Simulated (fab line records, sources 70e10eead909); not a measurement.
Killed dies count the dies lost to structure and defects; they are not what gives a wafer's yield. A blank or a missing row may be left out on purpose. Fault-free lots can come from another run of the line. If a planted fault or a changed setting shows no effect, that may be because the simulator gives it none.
fab line records	flow nand_harc
[record] lots = 24	wafers = 72	last_day = 33
route steps=1302 shown A_CHANNEL_HOLE_D1@470 A_DECK1_JOINT@528 A_CHANNEL_HOLE_D2@588
lots that met no fault: taken from a fault-free run of the same line
start_h: start of the lot's first displayed wafer, in hours after the record's first day	wait_h: hours elapsed since this lot's preceding step	" repeats the value in the row above	L1.1+2: several wafers, shown together as one row	- no value, or no start was given	* or withheld: withheld	< > ~ a bound
route shown NAME@n: names a module that has steps shown in the file, with the first one's number in the route	usual: average and standard deviation across the fault-free wafers	same: alike in all rows	chamber/n: place in a boat	sites: per-site readings	_std_site: standard deviation of those values	_edge_site: the outer-site mean with the inner-site mean subtracted	radius_mm: how far each site lies from the wafer's centre	mask NAME#n: copy n	behind: tool/chamber where the wafer was last shaped	hold: reason for holding the lot/hours on hold/outcome of the hold	device: which transistor (n, p or np) failed to switch	end of line: the tests these same wafers got at the end of their route	step lacking rows: just its recipe	killed: not the wafer's yield, but the dies lost to structure and defects at the first sort	map: dies across one wafer; x = killed, . = not, _ = none there
set.NAME: the setting that was run; set.NAME@STEP: the one run at that earlier step	model.NAME: the simulator's own value behind a step, which no gauge read
one table for each step of the route and one row for each wafer, over a sample of lots
services: from which hour (start_h, from the record's first day; less than 0 if before it) a tool's chamber was out of use, for how many hours, and why
[[steps]]
[step NHARC_A_CHANNEL_HOLE_D1_CD_MEAS_18]
[usual] cd_nm = 99/3.1
lot.wafer	tool	chamber	start_h	wait_h	cd_nm
L075.1	cd_sem-01	-	181.25	-	106
L075.2	"	-	"	"	108
L075.6	"	-	"	"	98
L074.1	cd_sem-01	-	182.12	-	96
L074.2	"	-	"	"	101
L074.5	"	-	"	"	100
L076.1	cd_sem-03	-	201.93	-	97
L076.2	"	-	"	"	97
L076.3	"	-	"	"	99
L077.1	cd_sem-03	-	206.52	-	101
L077.2	"	-	"	"	101
L077.6	"	-	"	"	103
L078.2	cd_sem-01	-	216.45	-	101
L078.3	"	-	"	"	98
L078.6	"	-	"	"	100
L079.2	cd_sem-03	-	232.16	-	97
L079.4	"	-	"	"	101
L079.5	"	-	"	"	100
L080.1	cd_sem-03	-	232.60	-	98
L080.2	"	-	"	"	102
L080.3	"	-	"	"	95
L081.2	cd_sem-03	-	244.45	-	98
L081.3	"	-	"	"	108
L081.4	"	-	"	"	96
L082.1	cd_sem-02	-	259.63	-	101
L082.2	"	-	"	"	102
L082.5	"	-	"	"	99
L083.3	cd_sem-02	-	265.93	-	101
L083.4	"	-	"	"	103
L083.6	"	-	"	"	97
L084.4	cd_sem-01	-	280.29	-	104
L084.5	"	-	"	"	99
L084.6	"	-	"	"	102
L085.2	cd_sem-03	-	294.85	-	95
L085.5	"	-	"	"	94
L085.6	"	-	"	"	102
L086.3	cd_sem-03	-	305.84	-	95
L086.4	"	-	"	"	100
L086.5	"	-	"	"	101
L087.1	cd_sem-03	-	308.07	-	101
L087.4	"	-	"	"	100
L087.6	"	-	"	"	100
L089.2	cd_sem-03	-	324.24	-	96
L089.5	"	-	"	"	99
L089.6	"	-	"	"	95
L088.3	cd_sem-03	-	324.44	-	97
L088.5	"	-	"	"	98
L088.6	"	-	"	"	95
L090.1	cd_sem-02	-	338.41	-	98
L090.2	"	-	"	"	95
L090.4	"	-	"	"	99
L091.1	cd_sem-02	-	349.36	-	96
L091.3	"	-	"	"	101
L091.4	"	-	"	"	101
L092.1	cd_sem-02	-	355.68	-	96
L092.4	"	-	"	"	99
L092.5	"	-	"	"	96
L093.1	cd_sem-03	-	364.25	-	100
L093.2	"	-	"	"	100
L093.4	"	-	"	"	98
L094.3	cd_sem-02	-	388.80	-	100
L094.4	"	-	"	"	96
L094.6	"	-	"	"	101
L095.1	cd_sem-02	-	389.18	-	96
L095.2	"	-	"	"	99
L095.4	"	-	"	"	99
L096.2	cd_sem-02	-	404.45	-	98
L096.3	"	-	"	"	94
L096.6	"	-	"	"	92
L097.2	cd_sem-03	-	405.25	-	106
L097.3	"	-	"	"	98
L097.4	"	-	"	"	100
[step NHARC_A_CHANNEL_HOLE_D1_ETCH_19]
[recipe] bias_v = 1200	source_w = 2500	pressure_mtorr = 15	time_s = 34.5	ar_flow_sccm = 375	c4f8_flow_sccm = 28.8	o2_flow_sccm = 96.2	temp_c = -20	target_depth_a = *	chemistry = C4F8/O2/Ar
[usual] drypump_motor_current_A = 5.5/0.64	showerhead_plenum_p_Torr = 3.73/0.058	throttle_valve_pct = 37.037/0.0087
lot.wafer	tool	chamber	start_h	wait_h	drypump_motor_current_A	rf_hours_counter_h	showerhead_plenum_p_Torr	throttle_valve_pct
L075.2	har_etch-02	1	181.32	0.1	5.3	299	3.70	37.041
L075.1	"	0	"	"	4.8	299	3.81	37.050
L075.6	"	0	"	"	4.8	-	3.81	37.031
L074.2	har_etch-01	1	182.19	0.1	5.2	84	3.73	37.042
L074.1	"	0	"	"	6.5	84	3.78	37.034
L074.5	"	1	"	"	5.2	-	3.73	37.037
L076.1	har_etch-02	1	202.00	0.1	5.3	314	3.70	37.048
L076.2	"	0	"	"	4.8	314	3.80	37.030
L076.3	"	0	"	"	4.8	-	3.80	37.033
L077.1	har_etch-01	1	206.59	0.1	5.2	99	3.72	37.027
L077.2	"	0	"	"	6.5	99	3.77	37.031
L077.6	"	0	"	"	6.4	-	3.77	37.044
L078.2	har_etch-02	0	217.10	0.7	4.8	322	3.80	37.035
L078.3	"	0	"	"	4.8	-	3.80	37.028
L078.6	"	0	"	"	4.8	-	3.80	37.027
L079.2	har_etch-01	1	232.80	0.6	5.2	114	3.71	37.036
L079.4	"	0	"	"	6.5	-	3.76	37.040
L079.5	"	0	"	"	6.5	-	3.76	37.033
L080.1	har_etch-02	1	233.33	0.7	5.3	334	3.68	37.041
L080.2	"	0	"	"	4.8	334	3.79	37.032
L080.3	"	0	"	"	4.8	-	3.79	37.042
L081.2	har_etch-02	0	244.54	0.1	4.8	337	3.79	37.021
L081.4	"	1	"	"	5.3	-	3.68	37.048
L081.3	"	0	"	"	4.8	-	3.79	37.019
L082.1	har_etch-02	0	259.70	0.1	4.9	349	3.78	37.037
L082.2	"	0	"	"	4.8	-	3.78	37.036
L082.5	"	0	"	"	4.8	-	3.78	37.040
L083.3	har_etch-01	1	266.04	0.1	5.2	-	3.70	37.032
L083.4	"	0	"	"	6.5	-	3.75	37.032
L083.6	"	1	"	"	5.2	-	3.70	37.035
L084.4	har_etch-01	1	282.40	2.1	5.2	-	3.70	37.027
L084.5	"	0	"	"	6.5	-	3.75	37.041
L084.6	"	1	"	"	5.2	-	3.70	37.039
L085.2	har_etch-01	1	298.64	3.8	5.2	152	3.69	37.025
L085.5	"	1	"	"	5.2	-	3.69	37.037
L085.6	"	0	"	"	6.5	-	3.74	37.028
L086.3	har_etch-01	0	305.95	0.1	6.5	-	3.74	37.042
L086.4	"	1	"	"	5.2	-	3.69	37.044
L086.5	"	0	"	"	6.5	-	3.74	37.035
L087.1	har_etch-02	1	308.15	0.1	5.3	364	3.67	37.023
L087.4	"	0	"	"	4.8	-	3.77	37.039
L087.6	"	0	"	"	4.8	-	3.77	37.044
L089.2	har_etch-01	0	325.50	1.3	6.5	171	3.73	37.035
L089.6	"	1	"	"	5.2	-	3.68	37.027
L089.5	"	0	"	"	6.5	-	3.73	37.042
L088.3	har_etch-02	1	327.23	2.8	5.3	-	3.66	37.028
L088.6	"	1	"	"	5.3	-	3.66	37.041
L088.5	"	0	"	"	4.8	-	3.76	37.047
L090.1	har_etch-02	0	338.48	0.1	4.8	391	3.76	37.036
L090.2	"	1	"	"	5.3	384	3.66	37.042
L090.4	"	0	"	"	4.8	-	3.76	37.050
L091.1	har_etch-01	0	349.44	0.1	6.5	182	3.72	37.037
L091.3	"	0	"	"	6.5	-	3.73	37.041
L091.4	"	1	"	"	5.2	-	3.67	37.047
L092.1	har_etch-01	1	357.85	2.2	5.2	190	3.67	37.035
L092.4	"	0	"	"	6.5	-	3.72	37.042
L092.5	"	1	"	"	5.2	-	3.67	37.020
L093.2	har_etch-01	1	364.33	0.1	5.2	194	3.67	37.041
L093.1	"	0	"	"	6.5	194	3.72	37.035
L093.4	"	1	"	"	5.2	-	3.67	37.039
L094.4	har_etch-01	1	388.91	0.1	5.3	-	3.66	37.018
L094.3	"	0	"	"	6.5	-	3.71	37.048
L094.6	"	0	"	"	6.5	-	3.71	37.046
L095.1	har_etch-01	0	393.03	3.8	6.5	209	3.71	37.042
L095.2	"	1	"	"	5.2	209	3.66	37.035
L095.4	"	1	"	"	5.2	-	3.66	37.030
L096.2	har_etch-01	0	406.18	1.7	6.5	220	3.70	37.052
L096.3	"	1	"	"	5.2	-	3.65	37.032
L096.6	"	0	"	"	6.5	-	3.70	37.020
L097.2	har_etch-02	1	406.90	1.6	5.3	11	3.98	37.061
L097.3	"	1	"	"	5.3	-	3.98	37.050
L097.4	"	0	"	"	4.8	-	3.74	37.032
[step NHARC_A_CHANNEL_HOLE_D1_ETCH_25]
[recipe] bias_v = 5000	source_w = withheld	pressure_mtorr = 20	time_s = 1040.2	ar_flow_sccm = 375	c4f8_flow_sccm = 93.8	o2_flow_sccm = 31.2	temp_c = -20	target_depth_a = 15000	chemistry = C4F8/O2/Ar
[usual] drypump_motor_current_A = 5.5/0.64	showerhead_plenum_p_Torr = 3.68/0.055	throttle_valve_pct = 32.235/0.009
lot.wafer	tool	chamber	start_h	wait_h	drypump_motor_current_A	rf_hours_counter_h	showerhead_plenum_p_Torr	throttle_valve_pct
L075.2	har_etch-02	1	184.23	0.6	5.3	302	3.66	32.232
L075.1	"	0	"	"	4.8	302	3.76	32.228
L075.6	"	0	"	"	4.8	-	3.76	32.233
L074.2	har_etch-01	1	185.09	0.7	5.2	86	3.68	32.260
L074.1	"	0	"	"	6.5	86	3.73	32.227
L074.5	"	1	"	"	5.2	-	3.68	32.238
L076.1	har_etch-02	1	204.88	0.6	5.3	317	3.65	32.227
L076.2	"	0	"	"	4.8	317	3.75	32.248
L076.3	"	0	"	"	4.8	-	3.75	32.229
L077.1	har_etch-01	1	209.50	0.6	5.2	102	3.67	32.243
L077.2	"	0	"	"	6.5	102	3.72	32.244
L077.6	"	0	"	"	6.5	-	3.72	32.219
L078.2	har_etch-02	0	220.13	0.7	4.8	325	3.75	32.245
L078.3	"	0	"	"	4.8	-	3.75	32.239
L078.6	"	0	"	"	4.8	-	3.75	32.238
L079.2	har_etch-01	1	235.81	0.7	5.2	117	3.66	32.212
L079.4	"	0	"	"	6.5	-	3.71	32.237
L079.5	"	0	"	"	6.5	-	3.71	32.244
L080.1	har_etch-02	1	236.20	0.6	5.3	336	3.64	32.232
L080.2	"	0	"	"	4.8	336	3.74	32.248
L080.3	"	0	"	"	4.8	-	3.74	32.233
L081.2	har_etch-02	0	247.55	0.7	4.8	340	3.74	32.231
L081.4	"	1	"	"	5.3	-	3.64	32.231
L081.3	"	0	"	"	4.8	-	3.74	32.237
L082.1	har_etch-02	0	265.55	1.3	4.8	355	3.73	32.231
L082.2	"	0	"	"	4.8	-	3.73	32.232
L082.5	"	0	"	"	4.8	-	3.73	32.246
L083.3	har_etch-01	1	269.17	0.7	5.2	-	3.65	32.246
L083.4	"	0	"	"	6.5	-	3.70	32.224
L083.6	"	1	"	"	5.2	-	3.65	32.229
L084.4	har_etch-01	1	285.69	0.7	5.2	-	3.65	32.231
L084.5	"	0	"	"	6.5	-	3.70	32.228
L084.6	"	1	"	"	5.2	-	3.65	32.222
L085.2	har_etch-01	1	301.54	0.6	5.2	155	3.64	32.223
L085.5	"	1	"	"	5.2	-	3.64	32.249
L085.6	"	0	"	"	6.5	-	3.69	32.220
L086.3	har_etch-01	0	309.10	0.7	6.5	-	3.69	32.225
L086.4	"	1	"	"	5.2	-	3.64	32.227
L086.5	"	0	"	"	6.5	-	3.69	32.241
L087.1	har_etch-02	1	311.06	0.6	5.3	367	3.62	32.246
L087.4	"	0	"	"	4.8	-	3.72	32.240
L087.6	"	0	"	"	4.8	-	3.72	32.221
L089.2	har_etch-01	0	328.54	0.7	6.5	174	3.68	32.231
L089.6	"	1	"	"	5.2	-	3.63	32.232
L089.5	"	0	"	"	6.5	-	3.68	32.224
L088.3	har_etch-02	1	330.41	0.7	5.3	-	3.61	32.240
L088.6	"	1	"	"	5.3	-	3.61	32.239
L088.5	"	0	"	"	4.8	-	3.71	32.231
L090.1	har_etch-02	0	341.39	0.6	4.9	394	3.71	32.241
L090.2	"	1	"	"	5.3	386	3.61	32.231
L090.4	"	0	"	"	4.8	-	3.71	32.219
L091.1	har_etch-01	0	352.32	0.6	6.5	185	3.68	32.240
L091.3	"	0	"	"	6.5	-	3.68	32.253
L091.4	"	1	"	"	5.2	-	3.63	32.234
L092.1	har_etch-01	1	360.88	0.7	5.2	193	3.62	32.206
L092.4	"	0	"	"	6.5	-	3.67	32.247
L092.5	"	1	"	"	5.2	-	3.62	32.245
L093.2	har_etch-01	1	367.22	0.6	5.2	197	3.62	32.242
L093.1	"	0	"	"	6.5	197	3.67	32.231
L093.4	"	1	"	"	5.2	-	3.62	32.240
L094.4	har_etch-01	1	392.06	0.7	5.2	-	3.62	32.233
L094.3	"	0	"	"	6.5	-	3.66	32.228
L094.6	"	0	"	"	6.5	-	3.67	32.222
L095.1	har_etch-01	0	395.94	0.6	6.5	212	3.66	32.238
L095.2	"	1	"	"	5.2	212	3.61	32.228
L095.4	"	1	"	"	5.2	-	3.61	32.232
L096.2	har_etch-01	0	409.08	0.6	6.5	223	3.66	32.217
L096.3	"	1	"	"	5.2	-	3.61	32.223
L096.6	"	0	"	"	6.5	-	3.66	32.242
L097.2	har_etch-02	1	409.80	0.6	5.3	14	3.92	32.250
L097.3	"	1	"	"	5.3	-	3.92	32.232
L097.4	"	0	"	"	4.8	-	3.69	32.230
[step NHARC_A_DECK1_JOINT_THK_MEAS_14]
[recipe] thk_meas_gauge = ellipsometry
[usual] thk_nm = 51.5/1.4
lot.wafer	tool	chamber	start_h	wait_h	thk_nm
L074.1	film_metro-01	-	247.02	0.2	50.0
L074.2	"	-	"	"	51.9
L074.5	"	-	"	"	50.9
L075.1	film_metro-02	-	247.02	0.2	49.6
L075.2	"	-	"	"	51.6
L075.6	"	-	"	"	52.6
L076.1	film_metro-02	-	268.71	0.2	51.6
L076.2	"	-	"	"	51.3
L076.3	"	-	"	"	52.0
L077.1	film_metro-01	-	268.71	0.2	51.6
L077.2	"	-	"	"	49.8
L077.6	"	-	"	"	50.7
L078.2	film_metro-01	-	281.60	0.2	51.8
L078.3	"	-	"	"	52.0
L078.6	"	-	"	"	53.3
L080.1	film_metro-02	-	297.20	0.2	52.5
L080.2	"	-	"	"	49.9
L080.3	"	-	"	"	51.3
L079.2	film_metro-01	-	301.73	0.2	52.3
L079.4	"	-	"	"	51.5
L079.5	"	-	"	"	51.3
L081.2	film_metro-02	-	309.07	0.2	51.2
L081.3	"	-	"	"	50.6
L081.4	"	-	"	"	50.8
L083.3	film_metro-01	-	328.39	0.2	53.2
L083.4	"	-	"	"	53.0
L083.6	"	-	"	"	51.9
L082.1	film_metro-02	-	328.40	0.2	50.1
L082.2	"	-	"	"	52.5
L082.5	"	-	"	"	51.3
L084.4	film_metro-01	-	349.64	0.2	48.9
L084.5	"	-	"	"	52.1
L084.6	"	-	"	"	50.4
L085.2	film_metro-01	-	366.17	0.2	49.6
L085.5	"	-	"	"	51.9
L085.6	"	-	"	"	46.6
L087.1	film_metro-02	-	370.10	0.2	51.5
L087.4	"	-	"	"	51.0
L087.6	"	-	"	"	49.4
L086.3	film_metro-01	-	370.11	0.2	51.2
L086.4	"	-	"	"	50.8
L086.5	"	-	"	"	51.8
L089.2	film_metro-01	-	395.51	0.2	51.9
L089.5	"	-	"	"	49.6
L089.6	"	-	"	"	49.5
L088.3	film_metro-02	-	395.51	0.2	50.2
L088.5	"	-	"	"	53.0
L088.6	"	-	"	"	51.1
L090.1	film_metro-02	-	410.07	0.2	51.8
L090.2	"	-	"	"	52.6
L090.4	"	-	"	"	52.1
L091.1	film_metro-02	-	414.42	0.2	51.0
L091.3	"	-	"	"	52.2
L091.4	"	-	"	"	52.6
L092.1	film_metro-02	-	422.81	0.2	49.9
L092.4	"	-	"	"	53.5
L092.5	"	-	"	"	53.8
L093.1	film_metro-02	-	429.33	0.2	52.8
L093.2	"	-	"	"	49.6
L093.4	"	-	"	"	51.4
L094.3	film_metro-02	-	453.46	0.2	53.5
L094.4	"	-	"	"	51.2
L094.6	"	-	"	"	51.6
L095.1	film_metro-01	-	457.72	0.2	52.2
L095.2	"	-	"	"	55.2
L095.4	"	-	"	"	54.0
L096.2	film_metro-01	-	471.11	0.2	50.3
L096.3	"	-	"	"	50.5
L096.6	"	-	"	"	51.9
L097.2	film_metro-02	-	471.13	0.2	49.7
L097.3	"	-	"	"	53.8
L097.4	"	-	"	"	50.8
[step NHARC_A_CHANNEL_HOLE_D2_ETCH_34]
[recipe] target_depth_a = 1540	time_s = 77	cf4_flow_sccm = 100	chf3_flow_sccm = 30	ar_flow_sccm = 0	rf_w = 500	bias_w = 200	chemistry = CF4/CHF3
[usual] drypump_motor_current_A = 5.7/0.46	oes_product_au = 0.959/0.023	rf_vpp_V = 370.7/2.8	showerhead_plenum_p_Torr = 1.58/0.08	throttle_valve_pct = 16.802/0.0085
lot.wafer	tool	chamber	start_h	wait_h	drypump_motor_current_A	oes_product_au	rf_hours_counter_h	rf_vpp_V	showerhead_plenum_p_Torr	throttle_valve_pct
L075.2	rie_diel-07	3	-	-	6.1	0.927	8.7	375.2	1.66	16.801
L075.1	"	0	"	"	5.9	0.928	8.5	367.0	1.47	16.802
L075.6	"	2	"	"	6.2	0.982	-	373.3	1.67	16.803
L074.1	rie_diel-08	0	-	-	5.1	0.983	6.2	369.4	1.53	16.806
L074.2	"	3	"	"	5.8	0.961	6.2	372.3	1.61	16.802
L074.5	"	3	"	"	5.8	0.965	-	372.6	1.61	16.807
L077.1	rie_diel-07	3	-	-	6.1	0.968	0.5	375.0	1.66	16.776
L077.2	"	2	"	"	6.2	0.971	0.7	373.4	1.67	16.810
L077.6	"	0	"	"	6.0	0.995	-	367.8	1.47	16.811
L076.2	rie_diel-08	1	-	-	5.5	0.951	6.1	368.9	1.51	16.799
L076.1	"	2	"	"	5.4	0.983	3.9	374.4	1.69	16.790
L076.3	"	3	"	"	5.8	0.978	8.4	371.4	1.61	16.788
L078.3	rie_diel-08	1	-	-	5.5	0.925	7.0	366.8	1.51	16.815
L078.2	"	2	"	"	5.4	0.939	4.6	375.4	1.69	16.797
L078.6	"	3	"	"	5.8	0.924	-	370.6	1.61	16.790
L080.1	rie_diel-08	1	-	-	5.5	0.969	8.0	368.8	1.51	16.795
L080.2	"	2	"	"	5.4	0.969	5.6	374.4	1.69	16.807
L080.3	"	3	"	"	5.8	0.959	9.5	370.9	1.61	16.791
L079.2	rie_diel-06	2	-	-	5.8	0.954	2.8	368.4	1.54	16.784
L079.4	"	0	"	"	5.2	0.939	1.4	372.6	1.58	16.799
L079.5	"	2	"	"	5.8	0.969	-	370.7	1.54	16.814
L081.2	rie_diel-07	2	-	-	6.2	0.939	2.0	373.7	1.67	16.792
L081.3	"	0	"	"	5.9	0.941	1.9	367.5	1.47	16.803
L081.4	"	1	"	"	4.8	0.904	1.8	367.0	1.49	16.804
L082.1	rie_diel-07	1	-	-	4.8	0.975	2.8	368.0	1.48	16.815
L082.2	"	2	"	"	6.2	0.978	3.0	374.5	1.67	16.814
L082.5	"	0	"	"	5.9	0.989	-	368.1	1.47	16.805
L083.3	rie_diel-07	0	-	-	5.9	0.979	3.6	367.7	1.47	16.789
L083.4	"	1	"	"	4.8	0.967	3.5	368.0	1.48	16.807
L083.6	"	3	"	"	6.1	0.983	-	374.0	1.66	16.800
L084.4	rie_diel-07	2	-	-	6.2	0.922	4.6	374.1	1.67	16.799
L084.5	"	3	"	"	6.2	0.951	-	375.1	1.66	16.783
L084.6	"	0	"	"	6.0	0.929	-	366.7	1.47	16.799
L085.2	rie_diel-06	2	-	-	5.8	0.949	8.6	369.5	1.53	16.812
L085.6	"	0	"	"	5.2	0.967	-	371.8	1.58	16.796
L085.5	"	1	"	"	5.9	0.975	-	372.0	1.63	16.807
L087.1	rie_diel-08	0	-	-	5.1	0.954	1.4	371.3	1.53	16.811
L087.4	"	1	"	"	5.5	0.984	1.3	368.9	1.51	16.800
L087.6	"	0	"	"	5.1	0.962	-	368.3	1.53	16.805
L086.4	rie_diel-06	3	-	-	5.4	0.987	9.5	371.7	1.61	16.810
L086.3	"	1	"	"	6.0	0.970	7.7	372.1	1.63	16.802
L086.5	"	2	"	"	5.8	0.979	-	369.7	1.53	16.798
L088.3	rie_diel-07	3	-	-	6.2	0.976	7.2	373.1	1.66	16.798
L088.6	"	0	"	"	5.9	0.989	-	366.6	1.47	16.784
L088.5	"	1	"	"	4.8	0.949	-	366.9	1.48	16.800
L089.2	rie_diel-08	2	-	-	5.4	0.986	2.3	373.3	1.69	16.809
L089.5	"	0	"	"	5.1	0.959	-	368.4	1.53	16.804
L089.6	"	1	"	"	5.5	0.979	-	368.5	1.50	16.791
L090.4	rie_diel-07	2	-	-	6.2	0.930	8.4	375.5	1.67	16.810
L090.2	"	3	"	"	6.1	0.920	8.3	371.7	1.66	16.804
L090.1	"	0	"	"	6.0	0.931	7.6	367.5	1.47	16.800
L091.3	rie_diel-07	2	-	-	6.2	0.934	8.8	375.2	1.67	16.805
L091.4	"	3	"	"	6.1	0.934	9.0	372.8	1.66	16.797
L091.1	"	0	"	"	5.9	0.936	8.3	368.2	1.47	16.800
L092.1	rie_diel-07	0	-	-	6.0	0.947	9.3	365.8	1.47	16.805
L092.4	"	2	"	"	6.2	0.940	10.0	374.0	1.67	16.796
L092.5	"	1	"	"	4.8	0.925	-	363.8	1.48	16.806
L093.1	rie_diel-08	2	-	-	5.4	0.990	5.7	375.5	1.68	16.788
L093.2	"	3	"	"	5.8	0.967	5.4	372.6	1.61	16.803
L093.4	"	0	"	"	5.1	0.957	5.0	369.2	1.53	16.797
L095.1	rie_diel-07	0	-	-	5.9	0.962	0.7	368.1	1.47	16.799
L095.2	"	2	"	"	6.2	0.945	1.0	373.1	1.67	16.806
L095.4	"	0	"	"	5.9	0.968	-	367.4	1.47	16.816
L094.4	rie_diel-08	3	-	-	5.8	0.938	6.9	372.3	1.61	16.799
L094.3	"	0	"	"	5.1	0.919	6.0	368.8	1.53	16.799
L094.6	"	3	"	"	5.8	0.935	-	371.4	1.61	16.797
L097.2	rie_diel-08	1	-	-	5.5	0.978	7.4	368.4	1.50	16.816
L097.4	"	3	"	"	5.8	0.967	7.5	370.4	1.61	16.820
L097.3	"	0	"	"	5.1	0.954	6.9	368.6	1.53	16.807
L096.2	rie_diel-07	1	-	-	4.8	0.938	0.9	367.7	1.48	16.814
L096.3	"	0	"	"	6.0	0.971	2.2	366.9	1.47	16.800
L096.6	"	2	"	"	6.2	0.963	-	374.5	1.67	16.796
[step NHARC_A_CHANNEL_HOLE_D2_ETCH_23]
[recipe] bias_v = 5000	source_w = withheld	pressure_mtorr = 20	time_s = 819	ar_flow_sccm = 375	c4f8_flow_sccm = 89.3	o2_flow_sccm = 35.7	temp_c = -20	target_depth_a = 16000	chemistry = C4F8/O2/Ar
[usual] drypump_motor_current_A = 5.4/0.59	showerhead_plenum_p_Torr = 3.69/0.099	throttle_valve_pct = 32.155/0.0093
lot.wafer	tool	chamber	start_h	wait_h	drypump_motor_current_A	rf_hours_counter_h	showerhead_plenum_p_Torr	throttle_valve_pct
L075.1	har_etch-02	1	296.99	0.5	5.3	358	3.63	32.149
L075.2	"	0	"	"	4.8	366	3.73	32.155
L075.6	"	0	"	"	4.8	-	3.73	32.154
L074.1	har_etch-02	1	301.15	0.5	5.3	362	3.63	32.156
L074.2	"	0	"	"	4.8	370	3.73	32.158
L074.5	"	0	"	"	4.8	-	3.73	32.161
L077.2	har_etch-01	0	318.84	0.5	6.5	165	3.69	32.152
L077.1	"	1	"	"	5.3	165	3.64	32.158
L077.6	"	0	"	"	6.5	-	3.69	32.173
L076.1	har_etch-02	0	319.72	0.5	4.8	381	3.72	32.161
L076.2	"	1	"	"	5.3	373	3.62	32.147
L076.3	"	0	"	"	4.8	-	3.72	32.145
L078.2	har_etch-02	0	324.60	0.5	4.8	385	3.72	32.156
L078.3	"	1	"	"	5.3	-	3.62	32.160
L078.6	"	0	"	"	4.8	-	3.72	32.150
L080.1	har_etch-01	0	339.21	0.5	6.5	176	3.69	32.157
L080.2	"	1	"	"	5.3	176	3.64	32.147
L080.3	"	0	"	"	6.5	-	3.69	32.171
L079.2	har_etch-02	0	345.80	0.5	4.8	397	3.71	32.159
L079.4	"	0	"	"	4.8	-	3.71	32.156
L079.5	"	0	"	"	4.8	-	3.71	32.159
L081.2	har_etch-02	1	355.33	0.5	5.3	396	3.61	32.159
L081.3	"	1	"	"	5.3	-	3.61	32.139
L081.4	"	0	"	"	4.8	-	3.71	32.153
L082.2	har_etch-02	1	373.03	0.5	5.3	404	3.61	32.158
L082.1	"	0	"	"	4.8	412	3.70	32.164
L082.5	"	1	"	"	5.3	-	3.61	32.150
L083.4	har_etch-01	0	376.99	0.5	6.5	-	3.67	32.151
L083.3	"	1	"	"	5.3	-	3.62	32.143
L083.6	"	0	"	"	6.5	-	3.67	32.147
L084.4	har_etch-02	1	404.40	0.5	5.3	-	3.93	32.160
L084.5	"	1	"	"	5.3	-	3.93	32.148
L084.6	"	0	"	"	4.8	-	3.70	32.162
L085.2	har_etch-01	0	411.88	0.5	6.5	226	3.66	32.165
L085.6	"	1	"	"	5.2	-	3.61	32.137
L085.5	"	0	"	"	6.5	-	3.66	32.165
L087.1	har_etch-02	1	412.51	0.5	5.3	17	3.92	32.162
L087.4	"	0	"	"	4.8	-	3.69	32.148
L087.6	"	0	"	"	4.8	-	3.69	32.134
L086.4	har_etch-01	1	416.16	0.5	5.2	-	3.61	32.165
L086.3	"	0	"	"	6.5	-	3.66	32.154
L086.5	"	0	"	"	6.5	-	3.66	32.134
L088.3	har_etch-01	1	442.33	0.5	5.2	-	3.61	32.167
L088.6	"	1	"	"	5.2	-	3.61	32.166
L088.5	"	0	"	"	6.5	-	3.66	32.151
L089.2	har_etch-02	1	444.24	0.5	5.3	24	3.92	32.146
L089.6	"	0	"	"	4.8	-	3.69	32.154
L089.5	"	1	"	"	5.3	-	3.92	32.155
L090.2	har_etch-01	1	459.59	0.5	5.2	249	3.60	32.176
L090.1	"	0	"	"	6.4	249	3.65	32.142
L090.4	"	1	"	"	5.2	-	3.60	32.142
L091.1	har_etch-02	0	461.07	0.5	4.8	39	3.68	32.155
L091.4	"	1	"	"	5.3	-	3.91	32.156
L091.3	"	0	"	"	4.8	-	3.68	32.159
L092.1	har_etch-01	0	474.94	0.5	6.5	260	3.64	32.158
L092.4	"	0	"	"	6.5	-	3.64	32.152
L092.5	"	1	"	"	5.2	-	3.59	32.167
L093.1	har_etch-02	1	475.44	0.5	5.3	51	3.90	32.166
L093.2	"	0	"	"	4.8	51	3.67	32.152
L093.4	"	1	"	"	5.3	-	3.90	32.161
L095.1	har_etch-01	0	502.19	0.5	6.5	275	3.63	32.164
L095.2	"	1	"	"	5.2	275	3.58	32.163
L095.4	"	0	"	"	6.4	-	3.63	32.143
L094.4	har_etch-02	0	502.60	0.5	4.8	-	3.67	32.171
L094.3	"	1	"	"	5.3	-	3.90	32.154
L094.6	"	0	"	"	4.8	-	3.67	32.156
L097.2	har_etch-01	0	513.79	0.5	6.5	283	3.63	32.160
L097.3	"	1	"	"	5.2	-	3.58	32.152
L097.4	"	0	"	"	6.5	-	3.63	32.159
L096.2	har_etch-02	0	515.68	0.5	4.8	70	3.66	32.142
L096.3	"	0	"	"	4.8	-	3.66	32.153
L096.6	"	1	"	"	5.3	-	3.89	32.167
[[services]]
tool	chamber	start_h	hours	kind
rie_diel-08	2	175.52	6.6	repair
rie_diel-07	2	184.54	11.3	repair
rie_diel-08	-	190.80	9.0	pm
rie_diel-07	2	210.74	13.1	repair
rie_diel-08	2	211.32	9.2	repair
rie_diel-08	1	212.18	7.5	repair
har_etch-01	-	228.27	0.0	repair
rie_diel-08	-	242.21	0.2	repair
rie_diel-08	3	245.28	7.5	repair
rie_diel-08	2	276.68	20.8	repair
rie_diel-07	-	294.20	9.0	pm
rie_diel-06	-	307.20	9.0	pm
rie_diel-08	3	326.94	1.5	repair
har_etch-01	-	354.72	2.9	repair
rie_diel-08	-	367.80	9.0	pm
rie_diel-07	0	374.98	5.6	repair
har_etch-02	-	377.00	17.0	pm
rie_diel-08	-	393.32	1.2	repair
rie_diel-08	0	409.11	11.3	repair
rie_diel-07	1	445.56	8.5	repair
rie_diel-07	-	471.20	9.0	pm
rie_diel-07	1	498.53	7.9	repair
har_etch-02	-	499.85	1.0	repair
rie_diel-07	3	500.99	3.9	repair
[[key]]
fault none
